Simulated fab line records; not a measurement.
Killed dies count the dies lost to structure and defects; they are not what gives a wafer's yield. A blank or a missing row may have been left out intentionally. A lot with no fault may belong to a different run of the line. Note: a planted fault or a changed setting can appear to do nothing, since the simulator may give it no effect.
fab line records | flow n5_finfet
record: lots: 7 | wafers: 21
route steps=1938 shown BEOL_M14@1753 MIM_TOP_LITHO@1843
start_h: hours from the record's opening day to when the first of the lot's shown wafers began | wait_h: how many hours have passed since the lot's step before this one | " as in the row above | L1.1+2: one row covering several wafers at once | - either no value or no given start | * or withheld: withheld | < > ~ a bound
route shown NAME@n: names a module that has steps shown in the file, with the first one's number in the route | usual: mean/standard deviation of fault-free wafers | same: alike in all rows | chamber/n: place in a boat | sites: per-site readings | _std_site: standard deviation across them | _edge_site: outer sites' mean less inner sites' | radius_mm: for every site, how far away it sits from the centre of the wafer | mask NAME#n: copy n | behind: the last tool/chamber to shape the wafer | hold: cause of the lot's hold/its duration in hours/its outcome | device: transistor that didn't switch, given as n, p or np | end of line: tests of these same wafers at the route's end | a step given without rows: its recipe and nothing more | killed: the dies lost at the first sort to structure and to defects; this is not the yield of the wafer | map: a wafer's dies, marking killed ones x, the rest . and places with no die _
set.NAME: the setting the step ran with; set.NAME@STEP: the setting that earlier step ran with | model.NAME: the simulator's own value behind a step, which no gauge read
lots run with intentionally changed settings; tables by step, rows by wafer
== steps ==
step: N5_BEOL_M14_TRENCH_ETCH_34
recipe: chemistry: C4F8/O2/Ar | target: SiO2 | target_depth_a: 5566.5 | mask_material: SOC | he_inner_torr: 15 | he_outer_torr: 30 | time_s: 126.9 | ion_energy_ev: 800 | pressure_mtorr: 20 | source_w: 1905 | bias_w: 2040 | Ar_flow_sccm: 400 | C4F8_flow_sccm: 16 | O2_flow_sccm: 12
usual: rf_vpp_V: 2200/42
lot.wafer | tool        | chamber | start_h | wait_h | set.bias_w | rf_vpp_V
L074.2    | rie_diel-05 | 3       | 239.00  | 0.0    | 2040       | 2148
L074.5    | "           | 1       | "       | "      | 2040       | 2201
L074.6    | "           | 2       | "       | "      | 2040       | 2210
L075.1    | rie_diel-04 | 3       | 239.54  | 0.0    | 2040       | 2199
L075.3    | "           | 0       | "       | "      | 2040       | 2222
L075.5    | "           | 1       | "       | "      | 2040       | 2186
L078.3    | rie_diel-04 | 2       | 261.23  | 0.0    | 2040       | 2178
L078.5    | "           | 1       | "       | "      | 2040       | 2185
L078.6    | "           | 2       | "       | "      | 2040       | 2178
L080.2    | rie_diel-04 | 3       | 274.95  | 0.0    | 1725       | 1953
L080.4    | "           | 0       | "       | "      | 1725       | 1971
L080.5    | "           | 3       | "       | "      | 2040       | 2199
L084.1    | rie_diel-06 | 3       | 302.38  | 0.0    | 2040       | 2122
L084.2    | "           | 0       | "       | "      | 2040       | 2196
L084.3    | "           | 1       | "       | "      | 1847       | 2079
L086.1    | rie_diel-04 | 1       | 317.21  | 0.0    | 2040       | 2183
L086.2    | "           | 3       | "       | "      | 2040       | 2198
L086.4    | "           | 2       | "       | "      | 2040       | 2176
L092.1    | rie_diel-04 | 2       | 381.87  | 0.0    | 2365       | 2410
L092.3    | "           | 3       | "       | "      | 2040       | 2197
L092.4    | "           | 3       | "       | "      | 2040       | 2197
step: N5_BEOL_M14_SPUTTER_43
recipe: material: TaN | target_thk_a: 150 | temp_c: 50 | bias_v: 168.6 | power_w: 15000 | chamber_pressure_pa: 0.12 | time_s: 24.19
lot.wafer | tool           | chamber | start_h | wait_h | set.time_s | model.TaN_of_BEOL_M14_SPUTTER_43.thk_nm
L074.2+6  | pvd_sputter-03 | -       | 240.93  | 0.0    | 24.19      | 14.8
L074.5    | "              | -       | "       | "      | 24.19      | 15
L075.1    | pvd_sputter-03 | -       | 241.69  | 0.0    | 24.19      | 15.2
L075.3    | "              | -       | "       | "      | 24.19      | 15
L075.5    | "              | -       | "       | "      | 26.73      | 16.8
L078.3    | pvd_sputter-03 | -       | 262.98  | 0.0    | 24.19      | 15.2
L078.5    | "              | -       | "       | "      | 24.19      | 14.8
L078.6    | "              | -       | "       | "      | 24.19      | 15
L080.2    | pvd_sputter-01 | -       | 278.32  | 0.0    | 20.58      | 12.8
L080.4    | "              | -       | "       | "      | 24.19      | 15.2
L080.5    | "              | -       | "       | "      | 20.58      | 12.6
L084.1    | pvd_sputter-03 | -       | 304.62  | 0.0    | 21.9       | 13.4
L084.2    | "              | -       | "       | "      | 24.19      | 14.8
L084.3    | "              | -       | "       | "      | 21.9       | 13.6
L086.1    | pvd_sputter-03 | -       | 318.86  | 0.0    | 27.26      | 16.8
L086.2    | "              | -       | "       | "      | 27.26      | 17.2
L086.4    | "              | -       | "       | "      | 24.19      | 15
L092.1    | pvd_sputter-02 | -       | 385.09  | 0.0    | 24.19      | 14.8
L092.3    | "              | -       | "       | "      | 25.84      | 16.4
L092.4    | "              | -       | "       | "      | 25.84      | 15.8
step: N5_MIM_TOP_LITHO_EXPOSE_05
recipe: mask_id: MIM_TOP | na: 0.55 | source_shape: conventional | sigma_outer: 0.8 | polarization: unpolarized | target_cd_nm: 2000 | dose_mj: 20.5
lot.wafer  | tool           | chamber | start_h | wait_h | mask      | set.dose_mj
L074.2+6   | krf_scanner-01 | 0       | 252.51  | -      | MIM_TOP#0 | 21.75
L074.5     | "              | 0       | "       | "      | MIM_TOP#0 | 20.5
L075.1     | krf_scanner-01 | 0       | 257.38  | -      | MIM_TOP#0 | 21.58
L075.3+5   | "              | 0       | "       | "      | MIM_TOP#0 | 20.5
L078.3+5+6 | krf_scanner-02 | 0       | 281.25  | -      | MIM_TOP#0 | 20.5
L080.2+4+5 | krf_scanner-02 | 0       | 290.51  | -      | MIM_TOP#0 | 20.5
L084.1     | krf_scanner-01 | 0       | 313.91  | -      | MIM_TOP#0 | 20.5
L084.2+3   | "              | 0       | "       | "      | MIM_TOP#0 | 22.03
L086.1+4   | krf_scanner-02 | 0       | 334.02  | -      | MIM_TOP#0 | 20.5
L086.2     | "              | 0       | "       | "      | MIM_TOP#0 | 19.86
L092.1+4   | krf_scanner-02 | 0       | 400.95  | -      | MIM_TOP#0 | 20.5
L092.3     | "              | 0       | "       | "      | MIM_TOP#0 | 21.35
step: N5_MIM_TOP_LITHO_DEVELOP_07
recipe: develop_time_s: 60 | rinse_liquid: diw | dry: air_spin | dev_temp_c: 21
lot.wafer  | tool           | chamber | start_h | wait_h | set.develop_time_s
L074.2+5   | litho_track-03 | 0       | -       | -      | 65.11
L074.6     | "              | 0       | "       | "      | 60
L075.1+5   | litho_track-03 | 0       | -       | -      | 60
L075.3     | "              | 0       | "       | "      | 63.46
L078.3+5+6 | litho_track-04 | 0       | -       | -      | 60
L080.2+4+5 | litho_track-05 | 0       | -       | -      | 60
L084.1+2+3 | litho_track-05 | 0       | -       | -      | 60
L086.1+4   | litho_track-05 | 0       | -       | -      | 60
L086.2     | "              | 0       | "       | "      | 50.19
L092.1+3   | litho_track-05 | 0       | -       | -      | 72.06
L092.4     | "              | 0       | "       | "      | 60
step: N5_MIM_TOP_LITHO_HARDBAKE_09
recipe: temp_c: 130 | time_s: 120
step: N5_MIM_TOP_LITHO_CD_MEAS_08
recipe: target_cd_nm: 2000 | landing_energy_ev: 500 | detector: se_inlens
usual: cd_nm: 1998.3/2.7
lot.wafer | tool      | chamber | start_h | wait_h | set.dose_mj@MIM_TOP_LITHO_EXPOSE_05 | cd_nm
L074.2    | cd_sem-02 | 0       | 252.68  | -      | 21.75                               | 1989.0
L074.5    | "         | 0       | "       | "      | 20.5                                | 1995.5
L074.6    | "         | 0       | "       | "      | 21.75                               | 1987.9
L075.1    | cd_sem-03 | 0       | 257.55  | -      | 21.58                               | 1990.6
L075.3    | "         | 0       | "       | "      | 20.5                                | 1996.9
L075.5    | "         | 0       | "       | "      | 20.5                                | 1995.3
L078.3    | cd_sem-03 | 0       | 281.41  | -      | 20.5                                | 1999.3
L078.5    | "         | 0       | "       | "      | 20.5                                | 1998.8
L078.6    | "         | 0       | "       | "      | 20.5                                | 2000.7
L080.2    | cd_sem-03 | 0       | 290.68  | -      | 20.5                                | 1994.6
L080.4    | "         | 0       | "       | "      | 20.5                                | 1992.8
L080.5    | "         | 0       | "       | "      | 20.5                                | 1993.3
L084.1    | cd_sem-03 | 0       | 314.09  | -      | 20.5                                | 1999.9
L084.2    | "         | 0       | "       | "      | 22.03                               | 1984.7
L084.3    | "         | 0       | "       | "      | 22.03                               | 1983.2
L086.1    | cd_sem-01 | 0       | 334.20  | -      | 20.5                                | 1995.1
L086.2    | "         | 0       | "       | "      | 19.86                               | 2007.2
L086.4    | "         | 0       | "       | "      | 20.5                                | 1999.6
L092.1    | cd_sem-01 | 0       | 401.12  | -      | 20.5                                | 1992.1
L092.3    | "         | 0       | "       | "      | 21.35                               | 1988.1
L092.4    | "         | 0       | "       | "      | 20.5                                | 1996.9
step: N5_MIM_TOP_LITHO_DESCUM_10
recipe: chemistry: O2 | time_s: 7.9 | source_power_w: 50 | bias_power_w: 20 | pressure_mtorr: 20 | rf_frequency_hz: 2.712e+07 | temp_c: 40 | o2_flow_sccm: 225
lot.wafer | tool        | chamber | start_h | wait_h | set.dose_mj@MIM_TOP_LITHO_EXPOSE_05 | model.MIM_TOP_LITHO.cd_nm
L074.2    | rie_diel-05 | 0       | 253.03  | 0.3    | 21.75                               | 1989
L074.5    | "           | 3       | "       | "      | 20.5                                | 1996
L074.6    | "           | 0       | "       | "      | 21.75                               | 1988
L075.1    | rie_diel-06 | 1       | 257.68  | 0.1    | 21.58                               | 1990
L075.3    | "           | 0       | "       | "      | 20.5                                | 1997
L075.5    | "           | 1       | "       | "      | 20.5                                | 1995
L078.3+5  | rie_diel-06 | 2,3     | 281.53  | 0.1    | 20.5                                | 1999
L078.6    | "           | 0       | "       | "      | 20.5                                | 2000
L080.2    | rie_diel-05 | 0       | 291.24  | 0.5    | 20.5                                | 1995
L080.4+5  | "           | 3,1     | "       | "      | 20.5                                | 1993
L084.1    | rie_diel-06 | 1       | 314.18  | 0.0    | 20.5                                | 2000
L084.2    | "           | 0       | "       | "      | 22.03                               | 1985
L084.3    | "           | 2       | "       | "      | 22.03                               | 1984
L086.1    | rie_diel-04 | 2       | 334.29  | 0.0    | 20.5                                | 1995
L086.2    | "           | 0       | "       | "      | 19.86                               | 2007
L086.4    | "           | 1       | "       | "      | 20.5                                | 2000
L092.1    | rie_diel-04 | 0       | 401.21  | 0.0    | 20.5                                | 1992
L092.3    | "           | 1       | "       | "      | 21.35                               | 1988
L092.4    | "           | 1       | "       | "      | 20.5                                | 1997
== key ==
split: step: N5_BEOL_M14_TRENCH_ETCH_34 | setting: bias_w | stated: 2040 | by: wafer
response: step: N5_BEOL_M14_TRENCH_ETCH_34 | reading: rf_vpp_V | change: +13.4 | per: 1% | r: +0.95
split: step: N5_BEOL_M14_SPUTTER_43 | setting: time_s | stated: 24.19 | by: wafer
response: step: N5_BEOL_M14_SPUTTER_43 | reading: model.TaN_of_BEOL_M14_SPUTTER_43.thk_nm | change: +0.161 | per: 1% | r: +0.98
split: step: N5_MIM_TOP_LITHO_EXPOSE_05 | setting: dose_mj | stated: 20.5 | by: wafer
response: step: N5_MIM_TOP_LITHO_CD_MEAS_08 | reading: cd_nm | change: -1.68 | per: 1% | r: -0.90
response: step: N5_MIM_TOP_LITHO_DESCUM_10 | reading: model.MIM_TOP_LITHO.cd_nm | change: -1.69 | per: 1% | r: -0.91
split: step: N5_MIM_TOP_LITHO_DEVELOP_07 | setting: develop_time_s | stated: 60 | by: wafer
response none clear
